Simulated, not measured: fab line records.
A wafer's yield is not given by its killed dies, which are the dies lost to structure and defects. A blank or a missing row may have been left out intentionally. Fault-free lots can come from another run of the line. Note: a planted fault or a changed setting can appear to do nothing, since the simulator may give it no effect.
Matching of chambers / flow nand_harc / NHARC_A_CONTACT_ETCH_106 on rie_diel-03 has 4 sister chambers
The step etches the open film in CF4/O2, target depth 60 nm, overetch 6 nm, time 33 s. 8 wafers are shown with their chamber, then 12 later ones without.

## EACH WAFER AND ITS CHAMBER
wafer=L081.1; chamber=0; drypump_motor_current_A (A)=5.9; rf_vpp_V (V)=198.3
wafer=L082.1; chamber=2; drypump_motor_current_A (A)=5.6; rf_vpp_V (V)=199.0
wafer=L084.1; chamber=2; drypump_motor_current_A (A)=5.6; rf_vpp_V (V)=198.5
wafer=L084.2; chamber=1; drypump_motor_current_A (A)=6.1; rf_vpp_V (V)=195.9
wafer=L084.6; chamber=3; drypump_motor_current_A (A)=6.7; rf_vpp_V (V)=196.3
wafer=L087.2; chamber=3; drypump_motor_current_A (A)=6.6; rf_vpp_V (V)=196.8
wafer=L087.4; chamber=1; drypump_motor_current_A (A)=6.1; rf_vpp_V (V)=197.6
wafer=L087.5; chamber=0; drypump_motor_current_A (A)=5.9; rf_vpp_V (V)=196.9

## WAFERS WHOSE CHAMBER IS MISSING
wafer=L086.1; drypump_motor_current_A (A)=5.5; rf_vpp_V (V)=199.3
wafer=L086.4; drypump_motor_current_A (A)=6.7; rf_vpp_V (V)=198.2
wafer=L086.6; drypump_motor_current_A (A)=6.0; rf_vpp_V (V)=195.7
wafer=L088.2; drypump_motor_current_A (A)=6.6; rf_vpp_V (V)=196.2
wafer=L088.3; drypump_motor_current_A (A)=5.5; rf_vpp_V (V)=198.8
wafer=L088.6; drypump_motor_current_A (A)=5.9; rf_vpp_V (V)=197.6
wafer=L093.1; drypump_motor_current_A (A)=5.9; rf_vpp_V (V)=199.1
wafer=L093.2; drypump_motor_current_A (A)=6.0; rf_vpp_V (V)=195.5
wafer=L093.6; drypump_motor_current_A (A)=5.6; rf_vpp_V (V)=198.2
wafer=L097.2; drypump_motor_current_A (A)=5.6; rf_vpp_V (V)=200.9
wafer=L097.4; drypump_motor_current_A (A)=6.0; rf_vpp_V (V)=196.5
wafer=L097.6; drypump_motor_current_A (A)=6.0; rf_vpp_V (V)=195.8

## WHICH CHAMBER EACH WENT THROUGH
wafer=L086.1; from the rows above=2; in truth=2
wafer=L086.4; from the rows above=3; in truth=3
wafer=L086.6; from the rows above=can't be placed: 1 or 0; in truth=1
wafer=L088.2; from the rows above=3; in truth=3
wafer=L088.3; from the rows above=2; in truth=2
wafer=L088.6; from the rows above=0; in truth=0
wafer=L093.1; from the rows above=0; in truth=0
wafer=L093.2; from the rows above=can't be placed: 1 or 0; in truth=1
wafer=L093.6; from the rows above=2; in truth=2
wafer=L097.2; from the rows above=2; in truth=2
wafer=L097.4; from the rows above=can't be placed: 1 or 0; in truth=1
wafer=L097.6; from the rows above=can't be placed: 1 or 0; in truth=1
8 of 12 placed correctly. Not placeable from these rows: 4 (in 4, the candidates include the true chamber). 0 placed wrongly.
How it was worked out, from the rows above alone: a wafer's distance from a chamber is the root of the sum, over the readings, of the square of ((its reading less the chamber's mean) divided by the reading's scatter). If the next closest chamber is less than 2 further off than the closest, the wafer can't be placed; otherwise it belongs to the closest. A chamber's mean is the mean of its shown wafers. The scatter: take each reading less its chamber's mean, square it, sum over the shown wafers, divide by the number of wafers less the number of chambers, and take the root.
